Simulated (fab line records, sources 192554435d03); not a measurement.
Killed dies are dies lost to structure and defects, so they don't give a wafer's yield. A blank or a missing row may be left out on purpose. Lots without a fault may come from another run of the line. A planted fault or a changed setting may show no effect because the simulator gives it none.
Chamber matching | flow n5_finfet | N5_GATE_CUT_CMP_02 on cmp-03: 4 sister chambers
The step polishes, stops on SiO2, t overpolish 12.7 s, target thk 0 nm. 24 wafers are shown with their chamber, then 12 later ones without.

WAFERS WITH THEIR CHAMBER
wafer  | chamber | motor_current_A (A) | time_to_endpoint_s (s) | overpolish_run_s (s)
L075.1 | 0       | 10.3                | 23.4                   | 12.716
L075.3 | 2       | 10.3                | 24.9                   | 12.674
L075.5 | 0       | 10.2                | 22.3                   | 12.693
L076.1 | 0       | 9.7                 | 22.1                   | 12.695
L076.2 | 3       | 10.0                | 20.3                   | 12.693
L076.5 | 3       | 9.5                 | 19.4                   | 12.718
L080.2 | 1       | 8.9                 | 25.4                   | 12.702
L080.4 | 3       | 9.5                 | 21.6                   | 12.718
L080.5 | 1       | 8.9                 | 25.2                   | 12.709
L081.1 | 2       | 10.0                | 26.0                   | 12.697
L081.2 | 1       | 9.1                 | 24.6                   | 12.691
L081.3 | 3       | 10.0                | 18.8                   | 12.717
L082.1 | 3       | 9.4                 | 20.2                   | 12.706
L082.3 | 2       | 9.9                 | 23.0                   | 12.715
L082.6 | 2       | 10.3                | 26.8                   | 12.711
L084.3 | 0       | 10.0                | 23.7                   | 12.692
L084.5 | 2       | 9.8                 | 30.1                   | 12.692
L084.6 | 1       | 9.7                 | 23.7                   | 12.694
L085.1 | 1       | 9.0                 | 26.6                   | 12.701
L085.2 | 0       | 9.7                 | 23.4                   | 12.699
L085.5 | 3       | 9.9                 | 21.1                   | 12.710
L086.1 | 2       | 10.0                | 29.5                   | 12.698
L086.3 | 0       | 10.3                | 27.3                   | 12.701
L086.4 | 1       | 9.0                 | 26.7                   | 12.693

SIGNATURES (means of the wafers above)
reading            | chamber 0 | chamber 1 | chamber 2 | chamber 3 | scatter within a chamber
motor_current_A    | 10.033    | 9.100     | 10.050    | 9.717     | 0.27
time_to_endpoint_s | 23.700    | 25.367    | 26.717    | 20.233    | 1.82
overpolish_run_s   | 12.69933  | 12.69833  | 12.69783  | 12.71033  | 0.0104
Rule: a wafer's distance from a chamber is the root of the sum, over the readings, of the square of ((its reading less the chamber's mean) divided by the reading's scatter). The wafer belongs to the nearest chamber; if the next one is less than 2 further off, it can't be placed. The scatter: the root of (the sum of the squares of (reading less its chamber's mean) over the shown wafers, divided by (wafers less chambers)).

WAFERS WITHOUT THEIR CHAMBER
wafer  | motor_current_A (A) | time_to_endpoint_s (s) | overpolish_run_s (s)
L089.2 | 8.8                 | 22.9                   | 12.707
L089.3 | 9.9                 | 22.0                   | 12.702
L089.6 | 10.5                | 21.1                   | 12.699
L092.1 | 10.2                | 23.1                   | 12.711
L092.4 | 9.1                 | 18.8                   | 12.681
L092.6 | 10.0                | 23.6                   | 12.689
L094.1 | 8.7                 | 24.2                   | 12.702
L094.2 | 10.4                | 27.6                   | 12.694
L094.5 | 9.9                 | 21.0                   | 12.713
L095.2 | 10.0                | 24.5                   | 12.696
L095.3 | 9.1                 | 24.2                   | 12.714
L095.5 | 10.2                | 25.2                   | 12.703

WHICH CHAMBER EACH WENT THROUGH
wafer  | from the rows above          | in truth
L089.2 | can't be placed: 1 or 3      | 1
L089.3 | can't be placed: 0 or 3 or 2 | 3
L089.6 | can't be placed: 0 or 3 or 2 | 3
L092.1 | can't be placed: 0 or 3 or 2 | 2
L092.4 | can't be placed: 3 or 1 or 0 | 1
L092.6 | can't be placed: 0 or 2 or 3 | 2
L094.1 | 1                            | 1
L094.2 | can't be placed: 2 or 0      | 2
L094.5 | can't be placed: 3 or 0      | 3
L095.2 | can't be placed: 0 or 2      | 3
L095.3 | can't be placed: 1 or 3      | 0
L095.5 | can't be placed: 0 or 2      | 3
Placed correctly: 1 of 12. Can't be placed from these rows: 11 (the true chamber is among the candidates in 8). Placed wrongly: 0.
